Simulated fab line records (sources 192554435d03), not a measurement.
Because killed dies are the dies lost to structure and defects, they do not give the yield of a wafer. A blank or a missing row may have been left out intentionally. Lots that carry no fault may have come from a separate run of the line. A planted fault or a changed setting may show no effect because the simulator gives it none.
8D (eight disciplines) problem report, filled in by code || flow n5-finfet || the parts of the form that need people (team, actions taken, sign-off) are left out

## 1. THE ISSUE
Wafers with no fault read 41 with a standard deviation of 11, whereas killed-at-front-end at N5_PASSIVATION_PROBE_49 reads a mean of 155 on 1 wafer of 1 lot. That is +10 standard deviations from the usual mean.
Seen first at day 14 14:02 on prober-01, wafer L706.5. The record has a number at this step for 6 wafers belonging to 2 lots. By rule, "out" or "out of limits" means more than 4 standard deviations away from the usual mean. All remaining wafers that have a number are taken as sound.

## 2. WHAT IT IS; WHAT IT IS NOT
{"question": "which readings at this step", "is": "killed-at-front-end, killed-dies", "is not": "killed_at_M0_to_M3, killed_at_M4_up, killed-at-contacts, killed-at-other, killed-open, killed-short"}
{"question": "which lots", "is": "L706", "is not": "L707"}
{"question": "which wafers of those lots", "is": "L706.5", "is not": "L706.1, L706.6"}
{"question": "read on which tools", "is": "prober-01", "is not": "prober-02"}
{"question": "when", "is": "from day 14 14:02", "is not": "up to then (4 sound wafers); but 1 sound wafer of L706 came after"}

## 3. WHAT RULES OUT EACH SUSPECT
Counting: if a tool at a process step up to the reading ran every lot that is out, it stays a suspect. Sound lots after the first of them don't rule it out here, since some wafers of a struck lot are sound.
- wet-bench-02 at N5_PMOS_HMC_CHANNEL_EPI_STRIP_17 (strips in SPM, time 750 s): kept. It ran the lot that is out, L706 (day 3 11:20).
- rie-diel-01 at N5_PASSIVATION_DESCUM_12 (chemistry O2, time 7.9 s): kept. It ran the lot that is out, L706 (day 14 07:05).
- rie-diel-02 at N5_PASSIVATION_DESCUM_32 (chemistry O2, time 7.9 s): kept. It ran the lot that is out, L706 (day 14 08:52); its last sound lot up to then is L707 (day 14 07:56).
- prober-01 at N5_PASSIVATION_PROBE_49: kept. It ran the lot that is out, L706 (day 14 13:50). On those wafers its own readings are out: killed-at-front-end, killed-dies.
- Within rie-diel-01 at N5_PASSIVATION_DESCUM_12: the wafers that are out ran in chamber 0; their sound lot-mates ran in chambers 2, 3.
- Within rie-diel-02 at N5_PASSIVATION_DESCUM_32: the wafers that are out ran in chamber 0; their sound lot-mates ran in chambers 1, 2.
Left after counting: wet-bench-02 at N5_PMOS_HMC_CHANNEL_EPI_STRIP_17, rie-diel-01 at N5_PASSIVATION_DESCUM_12, rie-diel-02 at N5_PASSIVATION_DESCUM_32, prober-01 at N5_PASSIVATION_PROBE_49.

## 4. THE CAUSE (what the simulator had put in)
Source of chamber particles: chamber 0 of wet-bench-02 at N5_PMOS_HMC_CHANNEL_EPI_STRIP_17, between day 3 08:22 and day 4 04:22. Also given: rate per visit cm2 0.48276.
This tool is one of the 4 suspects left after counting.

## 5. SEQUENCE OF EFFECTS, ordered by route
Each row: a reading where the mean over the struck wafers with a number is more than 3 standard deviations away from the usual. Only readings whose record carries a usual standard deviation are examined. hours: median over the lots of the time between each lot's start at the first step of this table that gives one and its start at this step. sigmas: the change, counted in usual standard deviations.
{"hours": 0, "step": "N5_PASSIVATION_PROBE_49", "reading": "killed-at-front-end", "usual": 41, "on struck wafers": 155, "change": "+114", "sigmas": "+10"}
{"hours": 0, "step": "N5_PASSIVATION_PROBE_49", "reading": "killed-dies", "usual": 107, "on struck wafers": 225, "change": "+118", "sigmas": "+6.9"}
It contains these process steps:
- N5_PASSIVATION_PROBE_49

## 6. WHAT WOULD HAVE CAUGHT IT SOONER
The fault began at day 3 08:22; the first out-of-limits reading in this record came at day 14 14:02, 270 hours later.
Lots out: 1; all had begun N5_PMOS_HMC_CHANNEL_EPI_STRIP_17 on wet-bench-02 by day 14 14:02. Holding the tool at that point would not have protected any of them.
